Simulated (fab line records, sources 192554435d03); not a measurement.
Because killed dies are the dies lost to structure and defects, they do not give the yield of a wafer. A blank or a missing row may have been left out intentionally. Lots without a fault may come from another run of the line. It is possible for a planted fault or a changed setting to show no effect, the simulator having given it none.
Which tool was responsible? | flow n5_finfet | Sampling: 11 lots, 33 wafers, 3 of 1938 route steps

== WHAT THE GAUGES READ, wafer by wafer ==
N5_PASSIVATION_OVL_MEAS_66. Usual: PASS_OPEN_OVL typically reads 7 nm, with standard deviation 5.4.
lot  | measured     | on         | PASS_OPEN_OVL (nm) | flag
L968 | day 12 17:55 | overlay-01 | 3 2 8              |
L969 | day 13 06:13 | overlay-01 | 14 6 5             |
L971 | day 13 17:59 | overlay-01 | 10 5 14            |
L975 | day 15 02:49 | overlay-01 | -4 9 12            |
L982 | day 16 15:13 | overlay-02 | 8 6 7              |
L983 | day 16 19:16 | overlay-02 | 9 13 2             |
L984 | day 16 19:28 | overlay-02 | 9 8 8              |
L985 | day 17 07:10 | overlay-01 | 1 0 -2             |
L987 | day 17 10:43 | overlay-02 | 1 -1 6             |
L989 | day 17 20:29 | overlay-01 | 13 1 3             |
L990 | day 18 19:38 | overlay-02 | 5 5 11             |

== WHICH TOOL RAN EACH LOT (tool, then ch and the chambers of the sampled wafers, then the start) ==
lot  | N5_BEOL_M2_SPUTTER_81        | N5_PASSIVATION_PECVD_55
L968 | pvd_sputter-01, day 6 23:41  | pecvd-04 ch 0,2, day 12 13:24
L969 | pvd_sputter-03, day 7 11:26  | pecvd-02 ch 1,2, day 13 01:44
L971 | pvd_sputter-03, day 7 22:32  | pecvd-02 ch 1,2, day 13 09:30
L975 | pvd_sputter-03, day 9 10:54  | pecvd-04 ch 2, day 14 19:56
L982 | pvd_sputter-01, day 10 16:55 | pecvd-01 ch 0,1,2, day 16 10:07
L983 | pvd_sputter-02, day 11 00:28 | pecvd-04 ch 0,2, day 16 15:22
L984 | pvd_sputter-01, day 11 01:46 | pecvd-01 ch 0,1, day 16 14:13
L985 | pvd_sputter-02, day 11 20:47 | pecvd-01 ch 0,2, day 17 01:25
L987 | pvd_sputter-02, day 12 03:53 | pecvd-04 ch 0,1,2, day 17 05:38
L989 | pvd_sputter-03, day 12 21:50 | pecvd-02 ch 0,1, day 17 16:17
L990 | pvd_sputter-03, day 13 01:02 | pecvd-04 ch 0,1,2, day 18 13:31
- N5_BEOL_M2_SPUTTER_81: material Cu, target thk 4.5 nm, time 8.29 s.
- N5_PASSIVATION_PECVD_55: deposits SiO2 from SiH4/N2O, target thk 400 nm, time 22.5 s.

== WHAT THE TOOLS THEMSELVES READ (means of the sampled wafers that have a number; where no wafer has one, the mark that the record gives instead) ==
N5_BEOL_M2_SPUTTER_81. Usual: throttle_valve_pct at 29.9 %, with a standard deviation of 1.2.
lot  | tool           | throttle_valve_pct (%) | flag
L968 | pvd_sputter-01 | 29.0                   |
L969 | pvd_sputter-03 | 30.0                   |
L971 | pvd_sputter-03 | 29.1                   |
L975 | pvd_sputter-03 | 30.0                   |
L982 | pvd_sputter-01 | 30.8                   |
L983 | pvd_sputter-02 | 30.6                   |
L984 | pvd_sputter-01 | 29.9                   |
L985 | pvd_sputter-02 | 30.2                   |
L987 | pvd_sputter-02 | 28.9                   |
L989 | pvd_sputter-03 | 30.2                   |
L990 | pvd_sputter-03 | 30.0                   |

N5_PASSIVATION_PECVD_55. Usual: heater_power_w 659 W, standard deviation 80; showerhead_plenum_p_Torr 8.11 Torr, standard deviation 0.091; showerhead_vpp_V 1530 V, standard deviation 50; throttle_valve_pct 49.7 %, standard deviation 2.4.
lot  | tool     | heater_power_w (W) | showerhead_plenum_p_Torr (Torr) | showerhead_vpp_V (V) | throttle_valve_pct (%) | flag
L968 | pecvd-04 | 631                | 8.14                            | 1552                 | 48.0                   |
L969 | pecvd-02 | 551                | 8.10                            | 1560                 | 52.7                   |
L971 | pecvd-02 | 561                | 8.06                            | 1577                 | 52.2                   |
L975 | pecvd-04 | 557                | 8.17                            | 1547                 | 47.2                   |
L982 | pecvd-01 | 735                | 8.06                            | 1528                 | 48.3                   |
L983 | pecvd-04 | 639                | 8.16                            | 1556                 | 48.1                   |
L984 | pecvd-01 | 707                | 8.00                            | 1509                 | 48.2                   |
L985 | pecvd-01 | 706                | 8.07                            | 1502                 | 47.8                   |
L987 | pecvd-04 | 653                | 8.20                            | 1529                 | 50.1                   |
L989 | pecvd-02 | 642                | 8.18                            | 1519                 | 53.2                   |
L990 | pecvd-04 | 616                | 8.19                            | 1539                 | 50.1                   |

== THE ANSWER, worked out from the rows above alone ==
Rule: lot off if the mean of its wafers having a number is beyond 3 standard deviations from the usual mean. A lot without any number at a reading at which 4 lots or more have one is off too. Where the step has rows for the other lots, those lots are counted as sound. First the gauges in route order, then the tools' own readings, where a lot's mean is used as printed above. At the first step where some lot is off, the reading lying furthest off is the one used; lots without a number count as furthest.
Across all readings shown, no lot is off: no conclusion can be drawn from this.

== WHAT THE SIMULATOR HAD PUT IN ==
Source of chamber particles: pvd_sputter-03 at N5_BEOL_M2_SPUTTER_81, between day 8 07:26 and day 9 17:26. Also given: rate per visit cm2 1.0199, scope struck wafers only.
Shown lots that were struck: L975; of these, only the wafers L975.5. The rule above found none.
